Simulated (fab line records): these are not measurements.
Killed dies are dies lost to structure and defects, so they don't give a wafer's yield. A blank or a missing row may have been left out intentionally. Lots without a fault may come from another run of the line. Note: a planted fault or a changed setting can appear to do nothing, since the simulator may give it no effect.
Chamber matching + flow n5-finfet + N5_BEOL_M11_CURE_71 on uv-cure-01: 3 sister chambers
The step cures SiCOH lowk, time 240 s. 5 wafers are shown with their chamber, then 8 later ones without.

## WAFERS, EACH WITH ITS CHAMBER
| wafer  | chamber | wafer_temp_C_max | lamp-power-pct (%) |
|--------|---------|------------------|--------------------|
| L082.3 | 0       | 386.1            | 52.29              |
| L082.4 | 0       | 387.1            | 52.29              |
| L085.5 | 1       | 388.0            | 52.39              |
| L085.6 | 1       | 388.7            | 52.38              |
| L088.2 | 2       | 388.3            | 52.31              |

## WAFERS WITHOUT THEIR CHAMBER
| wafer  | wafer_temp_C_max | lamp-power-pct (%) |
|--------|------------------|--------------------|
| L088.3 | 387.4            | 52.28              |
| L088.5 | 388.9            | 52.31              |
| L091.2 | 387.7            | 52.30              |
| L091.5 | 387.6            | 52.33              |
| L091.6 | 387.6            | 52.38              |
| L094.2 | 387.2            | 52.32              |
| L094.5 | 388.5            | 52.31              |
| L094.6 | 387.0            | 52.29              |

## EACH ONE'S CHAMBER
| wafer  | from the rows above     | in truth                   |
|--------|-------------------------|----------------------------|
| L088.3 | 0                       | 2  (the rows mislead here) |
| L088.5 | 2                       | 2                          |
| L091.2 | can't be placed: 2 or 0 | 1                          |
| L091.5 | 2                       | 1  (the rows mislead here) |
| L091.6 | 1                       | 1                          |
| L094.2 | 2                       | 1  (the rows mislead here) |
| L094.5 | 2                       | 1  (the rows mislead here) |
| L094.6 | 0                       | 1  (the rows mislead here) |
Placed correctly: 2 of 8. From these rows, 1 cannot be placed; in 0 the true chamber is one of the candidates. Placed wrongly: 5.
How it was worked out, from the rows above alone: a wafer's distance from a chamber is the root of the sum, over the readings, of the square of ((its reading less the chamber's mean) divided by the reading's scatter). The wafer belongs to the nearest chamber; if the next one is less than 2 further off, it can't be placed. The mean given for a chamber averages the wafers shown for that chamber. The scatter: take each reading less its chamber's mean, square it, sum over the shown wafers, divide by the number of wafers less the number of chambers, and take the root.
